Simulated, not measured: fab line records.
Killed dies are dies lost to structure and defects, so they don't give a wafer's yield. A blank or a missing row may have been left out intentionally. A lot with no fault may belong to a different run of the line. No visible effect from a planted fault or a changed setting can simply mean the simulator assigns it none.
Which tool did it? ; flow nand_harc ; Sampling: 12 lots, 36 wafers, 5 of 1302 route steps

## WHAT THE GAUGES READ, wafer by wafer
NHARC_END_SORT_01. Usual: killed_at_array 53, standard deviation 18; killed_at_other 1.0, standard deviation 1.2; killed_at_periphery 3.6, standard deviation 2.4; killed_dies 58, standard deviation 18; killed_open 3.4, standard deviation 1.8; killed_short 2.3, standard deviation 1.5.
lot;measured;on;killed_at_array;killed_at_other;killed_at_periphery;killed_dies;killed_open;killed_short;flag
L133;day 32 21:18;prober-01;676 53 674;0 0 0;1 3 3;677 56 677;2 4 3;2 2 1;OFF

## EACH LOT AND THE TOOL THAT RAN IT (in order: tool; ch and the chambers of the sampled wafers; start)
lot;NHARC_A_CHANNEL_HOLE_D2_ETCH_26;NHARC_A_CHANNEL_FILL_D2_ETCHBACK_20;NHARC_A_CHANNEL_FILL_D2_STRIP_28;NHARC_A_CHANNEL_FILL_D2_RTA_24
L114;har_etch-01 ch 0,1, day 13 12:41;rie_diel-11 ch 0,1,3, day 14 16:26;rie_diel-11 ch 0,1,2, day 14 16:32;rtp_anneal-02 ch 0, day 15 15:34
L115;har_etch-02 ch 0,1, day 13 15:03;rie_diel-05 ch 0,1, day 14 16:27;rie_diel-05 ch 0,1,3, day 14 16:32;rtp_anneal-01 ch 0, day 15 15:33
L117;har_etch-01 ch 0,1, day 15 06:14;rie_diel-09 ch 0,1, day 16 08:36;rie_diel-09 ch 0,1, day 16 08:41;rtp_anneal-01 ch 0, day 17 09:14
L119;har_etch-02 ch 0, day 15 16:14;rie_diel-09 ch 0,1,3, day 16 16:01;rie_diel-09 ch 1,2,3, day 16 16:07;rtp_anneal-02 ch 0, day 17 16:14
L120;har_etch-01 ch 0,1, day 16 02:44;rie_diel-05 ch 1,3, day 17 04:27;rie_diel-05 ch 0,1,2, day 17 04:32;rtp_anneal-01 ch 0, day 18 05:53
L121;har_etch-02 ch 0,1, day 16 05:08;rie_diel-11 ch 0,1,3, day 17 04:26;rie_diel-11 ch 1,3, day 17 04:31;rtp_anneal-02 ch 0, day 18 05:50
L122;har_etch-02 ch 0,1, day 16 13:06;rie_diel-09 ch 0,1,2, day 17 16:05;rie_diel-09 ch 0,2,3, day 17 16:11;rtp_anneal-01 ch 0, day 18 19:46
L124;har_etch-01 ch 0,1, day 17 17:42;rie_diel-11 ch 1,2,3, day 18 20:15;rie_diel-11 ch 0,1, day 18 20:19;rtp_anneal-02 ch 0, day 19 20:00
L128;har_etch-01 ch 0, day 19 13:53;rie_diel-11 ch 1,3, day 20 16:22;rie_diel-11 ch 1,2,3, day 20 16:26;rtp_anneal-01 ch 0, day 21 16:01
L133;har_etch-01 ch 0,1, day 21 09:19;rie_diel-11 ch 0,2, day 22 11:38;rie_diel-11 ch 1,2,3, day 22 11:43;rtp_anneal-01 ch 0, day 23 11:14
L135;har_etch-02 ch 0,1, day 22 07:58;rie_diel-09 ch 1,2, day 23 07:27;rie_diel-09 ch 0,3, day 23 07:32;rtp_anneal-01 ch 0, day 24 07:08
L136;har_etch-01 ch 1, day 22 08:12;rie_diel-05 ch 0,2,3, day 23 07:28;rie_diel-05 ch 0,2, day 23 07:32;rtp_anneal-02 ch 0, day 24 07:04
- NHARC_A_CHANNEL_HOLE_D2_ETCH_26: etches the open film in C4F8/O2/Ar, time 224.1 s, target depth 300 nm.
- NHARC_A_CHANNEL_FILL_D2_ETCHBACK_20: etches the open film in C4F8/O2/Ar, target depth 27 nm, time 13.5 s.
- NHARC_A_CHANNEL_FILL_D2_STRIP_28: strips in O2, time 20 s.
- NHARC_A_CHANNEL_FILL_D2_RTA_24: time 5 s.

## AS READ BY THE TOOLS THEMSELVES (means over the sampled wafers that have a number; for cases with no such wafer, the mark the record gives instead)
NHARC_A_CHANNEL_HOLE_D2_ETCH_26. Usual: drypump_motor_current_A 6.1 A, standard deviation 0.35; o2_flow_sccm 113.60 sccm, standard deviation 0.3; showerhead_plenum_p_Torr 3.67 Torr, standard deviation 0.064; throttle_valve_pct 24.584 %, standard deviation 0.0098.
lot;tool;drypump_motor_current_A (A);o2_flow_sccm (sccm);showerhead_plenum_p_Torr (Torr);throttle_valve_pct (%);flag
L114;har_etch-01;6.0;113.40;3.67;24.587;
L115;har_etch-02;6.3;113.92;3.75;24.577;
L117;har_etch-01;6.0;113.34;3.66;24.590;
L119;har_etch-02;6.6;113.51;3.76;24.580;
L120;har_etch-01;6.0;113.58;3.65;24.581;
L121;har_etch-02;6.1;113.87;3.70;24.588;
L122;har_etch-02;6.4;113.92;3.72;24.593;
L124;har_etch-01;5.9;113.41;3.67;24.591;
L128;har_etch-01;5.8;113.52;3.69;24.587;
L133;har_etch-01;6.0;113.80;3.60;24.580;
L135;har_etch-02;6.1;113.39;3.66;24.587;
L136;har_etch-01;6.1;113.49;3.56;24.585;

NHARC_A_CHANNEL_FILL_D2_ETCHBACK_20. Usual: oes_product_au 0.990 a.u., standard deviation 0.024; rf_vpp_V 978 V, standard deviation 5.1.
lot;tool;oes_product_au (a.u.);rf_vpp_V (V);flag
L114;rie_diel-11;1.007;978;
L115;rie_diel-05;0.998;975;
L117;rie_diel-09;1.008;977;
L119;rie_diel-09;1.002;977;
L120;rie_diel-05;0.980;983;
L121;rie_diel-11;0.954;978;
L122;rie_diel-09;0.998;976;
L124;rie_diel-11;0.995;982;
L128;rie_diel-11;0.995;980;
L133;rie_diel-11;0.776;981;OFF
L135;rie_diel-09;0.974;974;
L136;rie_diel-05;1.002;975;

NHARC_A_CHANNEL_FILL_D2_STRIP_28. Usual: drypump_motor_current_A 5.8 A, standard deviation 0.4; o2_flow_sccm 499.8 sccm, standard deviation 1.5; oes_product_au 1.002 a.u., standard deviation 0.0087; rf_vpp_V 57.9 V, standard deviation 0.87; showerhead_plenum_p_Torr 3.54 Torr, standard deviation 0.13; throttle_valve_pct 17.036 %, standard deviation 0.0095.
lot;tool;drypump_motor_current_A (A);o2_flow_sccm (sccm);oes_product_au (a.u.);rf_vpp_V (V);showerhead_plenum_p_Torr (Torr);throttle_valve_pct (%);flag
L114;rie_diel-11;5.6;499.9;1.006;58.0;3.64;17.039;
L115;rie_diel-05;6.0;497.5;1.000;58.8;3.54;17.044;
L117;rie_diel-09;6.0;499.5;1.012;57.6;3.51;17.019;
L119;rie_diel-09;6.1;497.9;1.000;57.3;3.43;17.036;
L120;rie_diel-05;6.0;500.7;0.995;58.2;3.48;17.040;
L121;rie_diel-11;6.0;499.2;1.012;57.6;3.51;17.029;
L122;rie_diel-09;5.9;499.5;0.997;58.0;3.48;17.033;
L124;rie_diel-11;6.0;499.1;0.999;57.4;3.61;17.042;
L128;rie_diel-11;5.7;500.5;1.004;57.8;3.62;17.041;
L133;rie_diel-11;5.7;500.9;0.998;57.7;3.62;17.029;
L135;rie_diel-09;5.9;497.9;0.997;57.7;3.53;17.033;
L136;rie_diel-05;6.0;499.5;1.009;57.1;3.34;17.031;

NHARC_A_CHANNEL_FILL_D2_RTA_24. Usual: lamp_power_pct 35.9 %, standard deviation 1.3; lamp_zone_4_pct 35.9 %, standard deviation 1.3; wafer_temp_C_max 1004.8, standard deviation 2.
lot;tool;lamp_power_pct (%);lamp_zone_4_pct (%);wafer_temp_C_max;flag
L114;rtp_anneal-02;37.6;37.6;1003.0;
L115;rtp_anneal-01;35.0;35.0;1005.8;
L117;rtp_anneal-01;34.9;35.0;1006.3;
L119;rtp_anneal-02;37.6;37.6;1001.9;
L120;rtp_anneal-01;34.9;35.0;1006.1;
L121;rtp_anneal-02;37.6;37.6;1001.9;
L122;rtp_anneal-01;34.9;34.9;1006.3;
L124;rtp_anneal-02;37.6;37.5;1002.9;
L128;rtp_anneal-01;34.9;35.0;1005.8;
L133;rtp_anneal-01;34.9;35.0;1005.1;
L135;rtp_anneal-01;34.9;35.0;1006.1;
L136;rtp_anneal-02;37.6;37.6;1002.6;

## THE ANSWER, worked out from the rows above alone
Rule: take the mean of a lot's wafers that have a number; if it is more than 3 standard deviations from the usual mean, the lot is off. Also off: a lot with no number at a reading for which 4 or more lots have one. All remaining lots with rows at the step are treated as sound. After the gauges, taken in route order, come the tools' own readings; for these a lot's mean is taken, as printed above. The first step at which some lot is off is used, and at that step the reading that is off furthest; a lot without a number counts as furthest.
Off at NHARC_END_SORT_01 (killed_at_array): L133. Neither off nor sound, because the step has no rows for them: L114, L115, L117, L119, L120, L121, L122, L124, L128, L135, L136.
If a tool, at a process step before that reading, ran all the lots that are off and no sound lot after the first of them, it fits. The gauges at NHARC_END_SORT_01 aren't tried: what is off there is off at NHARC_A_CHANNEL_FILL_D2_ETCHBACK_20 too, on other tools, and a gauge's error can't cause that. Can't be told from this: 3 tools fit, har_etch-01 at NHARC_A_CHANNEL_HOLE_D2_ETCH_26, rie_diel-11 at NHARC_A_CHANNEL_FILL_D2_ETCHBACK_20 and NHARC_A_CHANNEL_FILL_D2_STRIP_28, rtp_anneal-01 at NHARC_A_CHANNEL_FILL_D2_RTA_24.

## WHAT THE SIMULATOR PUT IN
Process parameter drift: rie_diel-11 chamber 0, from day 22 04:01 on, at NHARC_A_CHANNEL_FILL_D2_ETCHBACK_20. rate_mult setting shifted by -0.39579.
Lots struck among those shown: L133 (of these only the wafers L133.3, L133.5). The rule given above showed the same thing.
